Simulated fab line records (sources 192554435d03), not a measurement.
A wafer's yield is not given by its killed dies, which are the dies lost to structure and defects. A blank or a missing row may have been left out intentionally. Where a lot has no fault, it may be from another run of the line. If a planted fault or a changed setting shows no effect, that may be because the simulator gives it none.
Struck lot and sound lot, side by side	flow n5 finfet	14 steps out of a route of 1938
Sound: the wafers L677.3, L677.5, L677.6. Wafers L672.2, L672.3, L672.4 were the ones struck. The cause is named last.
At each step with rows: each side's tool, then ch and its chambers, then its first start. Under that, the readings that differ: sound wafers	struck wafers	difference of the means	sigmas: that difference in standard deviations of wafers without a fault.
alike: same words and numbers on both sides, and readings whose means sit less than 2 such deviations apart. not compared: any withheld reading, any reading some wafer has no value for, any bound like >300 that may hide the same value, and any number with overlapping values for which the record gives no deviation.
The two part at a step that has a row with sigmas, a row that says differs or no value, or rows on one side only. Numbers that have no deviation but don't overlap get no sigmas and don't part them. A reading that every wafer of one side lacks parts them only if that side has two wafers or more.

N5_BEOL_M0_SAQP_ETCH_73: etches SiARC in CF4, target depth 19.5 nm, time 32.5 s.
  sound on rie diel-03 ch 2,3, day 10 22:09; struck on rie diel-04 ch 0,1,2, day 9 19:30
  alike: drypump motor current A, etch rf on time s, oes product au, rf fwd power W, rf vpp V, showerhead plenum p Torr, throttle valve pct
  not compared: rf hours counter h
N5_BEOL_M0_SAQP_CUT_ETCH_46: etches SOC in N2/H2, target depth 135 nm, overetch 27 nm, time 202.5 s.
  sound on rie diel-03 ch 2,3, day 10 22:11; struck on rie diel-04 ch 0,1,2, day 9 19:32
  alike: drypump motor current A, h2 flow sccm, rf fwd power W, rf vpp V, showerhead plenum p Torr, throttle valve pct
  not compared: rf hours counter h
then, 2 steps without rows for these wafers: N5_BEOL_M0_SAQP_STRIP_74 (strips in N2/H2); N5_BEOL_M0_SAQP_STRIP_89 (strips in N2/H2).
N5_BEOL_M0_SAQP_ALD_48: deposits SiO2, target thk 20 nm, pulse time 1 s, co reactant pulse time 1 s.
  sound on ald sin-03 ch 1,2, day 10 22:23; struck on ald sin-02 ch 0,1,3, day 9 19:44
  alike: chamber pressure Torr, heater power w, precursor pulse height rel
N5_BEOL_M0_SAQP_ETCH_49: etches SiO2 in CF4/O2, target depth 37 nm.
  sound on rie diel-03 ch 2,3, day 10 22:55; struck on rie diel-02 ch 0,1, day 9 20:16
reading	sound	struck	difference	sigmas
oes product au (a.u.)	0.715 0.710 0.707	0.753 0.810 0.753	+0.061	+2
  alike: drypump motor current A, rf fwd power W, rf vpp V, showerhead plenum p Torr, throttle valve pct
  not compared: rf hours counter h
N5_BEOL_M0_SAQP_STRIP_75: strips in CF4.
  sound on rie diel-03 ch 2,3, day 10 23:01; struck on rie diel-02 ch 0,1, day 9 20:22
  alike: drypump motor current A, oes product au, rf fwd power W, rf vpp V, showerhead plenum p Torr, throttle valve pct
  not compared: rf hours counter h
then, 5 steps without rows for these wafers: N5_BEOL_M0_CUTY_COAT_50 (time 60 s, resist thk 15 nm); N5_BEOL_M0_CUTY_COAT_51 (resist thk 150 nm); N5_BEOL_M0_CUTY_EBR_52; N5_BEOL_M0_CUTY_SOFTBAKE_53 (time 60 s); N5_BEOL_M0_CUTY_EXPOSE_54 (exposes mask M0 ABLK).
N5_BEOL_M0_CUTY_PEB_55: peb time 60 s.
  sound on litho track-05 ch 0, day 10 23:21; struck on litho track-02, day 9 20:34
  no value came back on the struck wafers for chill plate temp C (C), exhaust pa (Pa); on the sound wafers chill plate temp C (C) reads 22.79 22.91 22.92
then, 1 step without rows for these wafers: N5_BEOL_M0_CUTY_DEVELOP_56 (develop time 30 s).

## WHERE THEY PART
First at N5_BEOL_M0_SAQP_ETCH_49; last, within this record, at N5_BEOL_M0_CUTY_PEB_55.

WHY: what had been put in by the simulator
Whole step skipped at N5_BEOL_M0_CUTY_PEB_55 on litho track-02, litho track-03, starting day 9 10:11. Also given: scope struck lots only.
